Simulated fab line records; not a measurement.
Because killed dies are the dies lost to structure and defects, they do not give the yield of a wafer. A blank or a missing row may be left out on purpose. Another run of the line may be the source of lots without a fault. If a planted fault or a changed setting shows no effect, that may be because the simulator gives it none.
Which tool did it? -- flow n5_finfet -- Sampling: 11 lots, 30 wafers, 5 of 1938 route steps

== WHAT THE GAUGES READ, wafer by wafer ==
Not one reading of a measure or inspect step in the record can be checked against a usual standard deviation.

== WHICH TOOL RAN EACH LOT (tool, then ch and the chambers of the sampled wafers, then the start) ==
lot,N5_BEOL_M10_TRENCH_ETCH_37,N5_BEOL_M10_SURFACE_TREAT_76,N5_BEOL_M10_ECD_50,N5_BEOL_M10_ANNEAL_51,N5_BEOL_M10_CMP_52
L500,"rie_diel-01 ch 1,3, day 12 05:03 or earlier","pvd_sputter-01, day 12 05:03","ecd_cu-01 ch 0,1, day 12 05:20","rtp_anneal-01 ch 0, day 12 05:48","cmp-03 ch 1,2,3, day 12 06:25"
L502,"rie_diel-01 ch 1,3, day 12 15:11 or earlier","pvd_sputter-03, day 12 15:11","ecd_cu-01 ch 0,1, day 12 15:35","rtp_anneal-01 ch 0, day 12 16:49","cmp-02 ch 0,1,3, day 12 17:27"
L503,"rie_diel-04 ch 1,2,3, day 12 19:12 or earlier","pvd_sputter-02, day 12 19:12","ecd_cu-02 ch 0,1, day 12 19:34","rtp_anneal-02 ch 0, day 12 19:46","cmp-01 ch 0,1, day 12 20:02"
L504,"rie_diel-05 ch 1,2,3, day 13 15:44 or earlier","pvd_sputter-02, day 13 15:44","ecd_cu-01 ch 0,1, day 13 16:02","rtp_anneal-02 ch 0, day 13 16:17","cmp-01 ch 0,1, day 13 16:32"
L510,"rie_diel-04 ch 1,2,3, day 15 23:10 or earlier","pvd_sputter-02, day 15 23:10","ecd_cu-02 ch 0,1, day 16 01:14","rtp_anneal-01 ch 0, day 16 01:21","cmp-02 ch 0,1,2, day 16 01:39"
L512,"rie_diel-04 ch 0,2, day 16 06:41 or earlier","pvd_sputter-03, day 16 06:41","ecd_cu-01 ch 0,1, day 16 06:59","rtp_anneal-02 ch 0, day 16 07:16","cmp-03 ch 0,1, day 16 07:31"
L515,"rie_diel-05 ch 2,3, day 17 01:28 or earlier","pvd_sputter-02, day 17 01:28","ecd_cu-01 ch 0,1, day 17 02:16","rtp_anneal-02 ch 0, day 17 02:39","cmp-01 ch 1,2, day 17 02:55"
L514,"rie_diel-05 ch 0,3, day 17 03:32 or earlier","pvd_sputter-01, day 17 03:32","ecd_cu-02 ch 0,1, day 17 04:12","rtp_anneal-02 ch 0, day 17 05:16","cmp-01 ch 0,3, day 17 05:35"
L513,"rie_diel-01 ch 1,2, day 17 07:40 or earlier","pvd_sputter-03, day 17 07:40","ecd_cu-01 ch 1, day 17 08:08","rtp_anneal-01 ch 0, day 17 08:17","cmp-03 ch 2, day 17 08:37"
L516,"rie_diel-05 ch 0,1,3, day 17 09:50 or earlier","pvd_sputter-02, day 17 09:50","ecd_cu-02 ch 0,1, day 17 10:11","rtp_anneal-01 ch 0, day 17 10:18","cmp-03 ch 0,2,3, day 17 10:36"
L519,"rie_diel-01 ch 1,3, day 17 18:56 or earlier","pvd_sputter-02, day 17 18:56","ecd_cu-02 ch 0,1, day 17 19:27","rtp_anneal-01 ch 0, day 17 19:34","cmp-02 ch 0,1,3, day 17 19:56"
- N5_BEOL_M10_TRENCH_ETCH_37: etches SiCOH lowk in C4F6/O2, target depth 148.83 nm, time 48 s.
- N5_BEOL_M10_SURFACE_TREAT_76
- N5_BEOL_M10_ECD_50: material Cu, target thk 318 nm.
- N5_BEOL_M10_ANNEAL_51: time 90 s.
- N5_BEOL_M10_CMP_52: polishes, stops on SiCOH lowk, t overpolish 7 s, target thk 140 nm.

== AS READ BY THE TOOLS THEMSELVES (means over the sampled wafers that have a number; for cases with no such wafer, the mark the record gives instead) ==
N5_BEOL_M10_TRENCH_ETCH_37. Usual: bias_w 184.9 W, standard deviation 0.5; drypump_motor_current_A 5.8 A, standard deviation 0.48; mfc_ar_sccm 300.1 sccm, standard deviation 0.93; oes_o_777_au 0.79 a.u., standard deviation 0.075; oes_product_au 0.79 a.u., standard deviation 0.084; rf_vpp_V 667 V, standard deviation 7; showerhead_plenum_p_Torr 2.84 Torr, standard deviation 0.063; throttle_valve_pct 21.01 %, standard deviation 0.24.
lot,tool,bias_w (W),drypump_motor_current_A (A),mfc_ar_sccm (sccm),oes_o_777_au (a.u.),oes_product_au (a.u.),rf_vpp_V (V),showerhead_plenum_p_Torr (Torr),throttle_valve_pct (%),flag
L500,rie_diel-01,185.0,5.4,299.9,0.75,0.73,657,2.83,21.23,
L502,rie_diel-01,184.5,5.3,300.5,0.75,0.74,657,2.83,21.24,
L503,rie_diel-04,184.9,5.8,300.5,0.81,0.80,667,2.84,20.98,
L504,rie_diel-05,185.2,6.2,300.0,0.75,0.73,663,2.84,21.10,
L510,rie_diel-04,184.7,5.8,300.3,0.78,0.79,667,2.83,21.02,
L512,rie_diel-04,185.4,5.8,301.1,0.74,0.76,669,2.85,21.08,
L515,rie_diel-05,185.0,6.0,301.4,0.88,0.86,662,2.82,21.11,
L514,rie_diel-05,184.7,5.8,300.0,0.75,0.75,667,2.89,21.17,
L513,rie_diel-01,184.3,5.3,300.6,0.77,0.77,671,2.85,20.91,
L516,rie_diel-05,184.8,6.1,299.5,0.74,0.74,664,2.84,21.10,
L519,rie_diel-01,185.2,5.5,301.3,0.71,0.70,658,2.81,21.26,

N5_BEOL_M10_ANNEAL_51. Usual: wafer_temp_C_max reads 226.0 (standard deviation 0.32).
lot,tool,wafer_temp_C_max,flag
L500,rtp_anneal-01,225.9,
L502,rtp_anneal-01,225.7,
L503,rtp_anneal-02,226.4,
L504,rtp_anneal-02,226.1,
L510,rtp_anneal-01,226.0,
L512,rtp_anneal-02,226.4,
L515,rtp_anneal-02,226.2,
L514,rtp_anneal-02,226.3,
L513,rtp_anneal-01,225.9,
L516,rtp_anneal-01,225.9,
L519,rtp_anneal-01,225.9,

N5_BEOL_M10_CMP_52. Usual: motor_current_A 5.7 A, standard deviation 0.71; slurry_filter_dp_kPa 13.49 kPa, standard deviation 0.13; time_to_endpoint_s 66.1 s, standard deviation 2.8.
lot,tool,motor_current_A (A),slurry_filter_dp_kPa (kPa),time_to_endpoint_s (s),flag
L500,cmp-03,6.2,13.60,68.4,
L502,cmp-02,5.9,13.43,69.7,
L503,cmp-01,5.5,13.56,67.4,
L504,cmp-01,5.4,13.35,63.9,
L510,cmp-02,5.9,13.49,66.3,
L512,cmp-03,5.2,13.61,74.5,OFF
L515,cmp-01,6.0,13.55,85.2,OFF
L514,cmp-01,4.8,13.31,66.5,
L513,cmp-03,7.2,13.45,77.8,OFF
L516,cmp-03,5.9,13.53,64.5,
L519,cmp-02,5.8,13.52,60.1,

== THE ANSWER, worked out from the rows above alone ==
Rule: lot off if the mean of its wafers having a number is beyond 3 standard deviations from the usual mean. Also off: a lot with no number at a reading for which 4 or more lots have one. Where the step has rows for the other lots, those lots are counted as sound. The gauges are gone through in route order, then the tools' own readings, and for those a lot's mean is taken as printed above. At the first step where some lot is off, the reading lying furthest off is the one used; lots without a number count as furthest.
Off: L512, L515, L513 (N5_BEOL_M10_CMP_52, time_to_endpoint_s).
A tool fits if, at that step or a process step before it, it ran every lot that is off, and no sound lot after the first of them. N5_BEOL_M10_TRENCH_ETCH_37 gives no start for some lots, so the hours and the order of its lots are those of N5_BEOL_M10_SURFACE_TREAT_76. One candidate fits, namely ecd_cu-01 at N5_BEOL_M10_ECD_50. Its last sound lot is L504 (day 13 16:02), its first lot that is off L512 (day 16 06:59): a fault that began between those two fits.

== WHAT WAS PUT IN BY THE SIMULATOR ==
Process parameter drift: ecd_cu-01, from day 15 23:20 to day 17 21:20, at N5_BEOL_M10_ECD_50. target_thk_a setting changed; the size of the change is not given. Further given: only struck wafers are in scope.
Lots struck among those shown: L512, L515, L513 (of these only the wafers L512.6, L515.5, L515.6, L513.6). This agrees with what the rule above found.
